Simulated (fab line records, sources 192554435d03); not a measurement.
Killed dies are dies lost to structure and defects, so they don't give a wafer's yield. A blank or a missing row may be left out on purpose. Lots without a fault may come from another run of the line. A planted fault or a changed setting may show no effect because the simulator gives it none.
One fault seen from 2 desks | flow n5_finfet | each desk has only its own numbers; what lay behind them comes last

THE METROLOGY DESK
What the gauges read, lot by lot, whatever tool the lot ran on: means of the sampled wafers that have a number. A lot is out of limits, marked OUT, if its mean lies more than 4 standard deviations from the usual mean; the brackets give that distance. Of its 10 readings 7 are shown: those that lie furthest out on some lot.
Columns: A = DIBL_N at N5_BEOL_M4_RC_MEAS_101, usual 36.4 mV/V; B = IOFF_N at N5_BEOL_M4_RC_MEAS_101, usual 0.16 nA/um; C = IOFF_P at N5_BEOL_M4_RC_MEAS_101, usual 0.21 nA/um; D = ION_N at N5_BEOL_M4_RC_MEAS_101, usual 677 uA/um; E = ION_P at N5_BEOL_M4_RC_MEAS_101, usual 464 uA/um; F = SS_P at N5_BEOL_M4_RC_MEAS_101, usual 73.3 mV/dec; G = VT_N at N5_BEOL_M4_RC_MEAS_101, usual 250 mV
lot  | first seen here | A    | B    | C    | D   | E   | F    | G
L106 | day 7 22:32     | 40.0 | 0.23 | 0.31 | 702 | 482 | 74.5 | 245
L107 | day 9 09:14     | 36.9 | 0.17 | 0.22 | 681 | 471 | 73.5 | 248
L110 | day 10 00:55    | 34.4 | 0.13 | 0.16 | 672 | 459 | 72.5 | 251
L111 | day 10 10:13    | 32.5 | 0.11 | 0.15 | 663 | 458 | 72.9 | 257
L113 | day 10 14:48    | 37.2 | 0.16 | 0.22 | 675 | 461 | 73.4 | 251
L112 | day 10 16:34    | 34.0 | 0.13 | 0.18 | 674 | 465 | 71.8 | 251
L119 | day 11 17:33    | 36.2 | 0.18 | 0.21 | 664 | 452 | 73.9 | 250
L118 | day 11 23:30    | 38.9 | 0.21 | 0.25 | 679 | 465 | 74.1 | 250
L122 | day 12 21:01    | 39.7 | 0.19 | 0.24 | 687 | 468 | 73.9 | 249
L125 | day 13 10:51    | 34.9 | 0.12 | 0.17 | 664 | 459 | 72.3 | 253
L126 | day 14 04:37    | 37.0 | 0.19 | 0.23 | 688 | 469 | 73.6 | 246
This desk's finding: nothing out of limits on any of the 11 lots.

THE TOOL OWNER'S DESK: cmp-03
The tool's own readings at N5_BEOL_M1_CMP_52 (polishes, stops on SiOC, t overpolish 6.8 s, target thk 40 nm): means of the sampled wafers that have a number, for each lot that ran on this tool. A lot is out of limits, marked OUT, if its mean lies more than 4 standard deviations from the usual mean; the brackets give that distance.
Columns: A = barrier_field_endpoint_s at N5_BEOL_M1_CMP_52, usual 24.9 s; B = edge_zone_pressure_frac at N5_BEOL_M1_CMP_52, usual 1.000; C = motor_current_A at N5_BEOL_M1_CMP_52, usual 5.9 A; D = overpolish_run_s at N5_BEOL_M1_CMP_52, usual 6.800 s; E = slurry_flow_ml_min at N5_BEOL_M1_CMP_52, usual 150.0; F = time_to_endpoint_s at N5_BEOL_M1_CMP_52, usual 63 s
lot  | first seen here | A               | B     | C   | D     | E     | F
L111 | day 8 01:06     | 25.4            | 0.995 | 5.5 | 6.795 | 149.5 | 61
L112 | day 9 00:44     | 25.3            | 1.002 | 5.7 | 6.807 | 149.8 | 69
L119 | day 10 00:12    | 21.3 (-5.4) OUT | 0.997 | 5.5 | 6.814 | 149.8 | 57
L122 | day 10 10:40    | 17.8 (-11) OUT  | 1.000 | 5.6 | 6.798 | 150.0 | 46 (-4.8) OUT
This desk's finding: out of limits on L119, L122; first on L119, day 10 00:12 (barrier_field_endpoint_s at N5_BEOL_M1_CMP_52). In limits: L111, L112.

PUT TOGETHER
The tool owner's desk could have raised an alarm at day 10 00:12, on L119, L122.
The metrology desk saw nothing out of limits.
The metrology desk has L119, L122 on record, within its limits.
Of the lots named, all ran N5_BEOL_M1_CMP_52 on cmp-03.

WHAT THE SIMULATOR HAD PUT IN
Process parameter drift: cmp-03, from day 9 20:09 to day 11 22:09, at N5_BEOL_M1_CMP_52. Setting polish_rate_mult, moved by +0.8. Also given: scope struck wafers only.
Lots struck among those shown: L119, L122.
Hours from the fault's start to each desk's first reading out of limits: the tool owner's desk, 4.
